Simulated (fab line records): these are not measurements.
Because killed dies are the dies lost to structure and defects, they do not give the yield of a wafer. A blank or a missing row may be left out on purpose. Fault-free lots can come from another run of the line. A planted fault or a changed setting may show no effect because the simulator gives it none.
Chamber matching | flow nandHarc | NHARC_P_M0_STRIP_18 on rieDiel-09 has 4 sister chambers
The step strips in N2/H2. 4 wafers are shown with their chamber, then 12 later ones without.

== WAFERS, EACH WITH ITS CHAMBER ==
wafer  | chamber | showerheadPlenumPTorr (Torr)
L091.4 | 0       | 1.95
L092.1 | 3       | 2.17
L092.3 | 1       | 1.99
L092.6 | 2       | 1.93

== WAFERS WITH NO CHAMBER GIVEN ==
wafer  | showerheadPlenumPTorr (Torr)
L093.1 | 1.99
L093.4 | 1.95
L093.6 | 1.99
L095.1 | 2.17
L095.3 | 1.95
L095.5 | 1.99
L097.1 | 2.17
L097.4 | 1.92
L097.5 | 1.92
L096.2 | 1.99
L096.5 | 1.92
L096.6 | 2.17

== CHAMBER TAKEN BY EACH ==
wafer  | from the rows above | in truth
L093.1 | 1                   | 1
L093.4 | 0                   | 0
L093.6 | 1                   | 1
L095.1 | 3                   | 3
L095.3 | 0                   | 0
L095.5 | 1                   | 1
L097.1 | 3                   | 3
L097.4 | 2                   | 2
L097.5 | 2                   | 2
L096.2 | 1                   | 1
L096.5 | 2                   | 2
L096.6 | 3                   | 3
12 of 12 placed correctly. Left unplaced by these rows: 0. Number placed wrongly: 0.
How it was worked out, from the rows above alone: a wafer's distance from a chamber is the root of the sum, over the readings, of the square of ((its reading less the chamber's mean) divided by the reading's scatter). If the next closest chamber is less than 2 further off than the closest, the wafer can't be placed; otherwise it belongs to the closest. Each chamber's mean is taken over the wafers shown for it. The scatter: root of mean squared gap, hidden wafer to nearest shown wafer, with one shown wafer a chamber.
